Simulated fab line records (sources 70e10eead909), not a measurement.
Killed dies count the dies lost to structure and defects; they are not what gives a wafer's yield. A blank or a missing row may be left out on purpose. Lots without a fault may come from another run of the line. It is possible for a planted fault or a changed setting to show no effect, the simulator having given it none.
Matching of chambers :: flow nand_harc :: ald_hk-03 running NHARC_A_STAIRCASE_ALD_420: 4 sister chambers
The step deposits SiO2, target thk 20 nm, pulse time 6 s, ald cycles 200. 4 wafers are shown with their chamber, then 11 later ones without.

## WAFERS PAIRED WITH THEIR CHAMBERS
wafer: L082.2
chamber: 1
heater_power_w (W): 452

wafer: L086.1
chamber: 0
heater_power_w (W): 457

wafer: L086.4
chamber: 3
heater_power_w (W): 494

wafer: L088.1
chamber: 2
heater_power_w (W): 499

## WAFERS MISSING THEIR CHAMBER
wafer: L088.4
heater_power_w (W): 483

wafer: L088.5
heater_power_w (W): 480

wafer: L087.2
heater_power_w (W): 431

wafer: L087.3
heater_power_w (W): 498

wafer: L087.5
heater_power_w (W): 479

wafer: L093.3
heater_power_w (W): 450

wafer: L093.4
heater_power_w (W): 483

wafer: L093.6
heater_power_w (W): 487

wafer: L094.2
heater_power_w (W): 477

wafer: L094.5
heater_power_w (W): 455

wafer: L094.6
heater_power_w (W): 424

## WHICH CHAMBER EACH WENT THROUGH
wafer: L088.4
from the rows above: can't be placed: 3 or 2 or 0 or 1
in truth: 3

wafer: L088.5
from the rows above: can't be placed: 3 or 2 or 0 or 1
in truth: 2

wafer: L087.2
from the rows above: can't be placed: 1 or 0
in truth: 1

wafer: L087.3
from the rows above: can't be placed: 2 or 3
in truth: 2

wafer: L087.5
from the rows above: can't be placed: 3 or 2 or 0 or 1
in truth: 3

wafer: L093.3
from the rows above: can't be placed: 1 or 0
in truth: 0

wafer: L093.4
from the rows above: can't be placed: 3 or 2 or 0 or 1
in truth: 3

wafer: L093.6
from the rows above: can't be placed: 3 or 2 or 0 or 1
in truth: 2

wafer: L094.2
from the rows above: can't be placed: 3 or 0 or 2 or 1
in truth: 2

wafer: L094.5
from the rows above: can't be placed: 0 or 1
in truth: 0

wafer: L094.6
from the rows above: can't be placed: 1 or 0
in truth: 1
Placed correctly: 0 of 11. Unplaceable from these rows: 11, with the true chamber sitting among the candidates in 11. Wrongly placed: 0.
How it was worked out, from the rows above alone: a wafer's distance from a chamber is the root of the sum, over the readings, of the square of ((its reading less the chamber's mean) divided by the reading's scatter). The wafer belongs to the nearest chamber; if the next one is less than 2 further off, it can't be placed. The mean given for a chamber averages the wafers shown for that chamber. The scatter: root of mean squared gap, hidden wafer to nearest shown wafer, with one shown wafer a chamber.
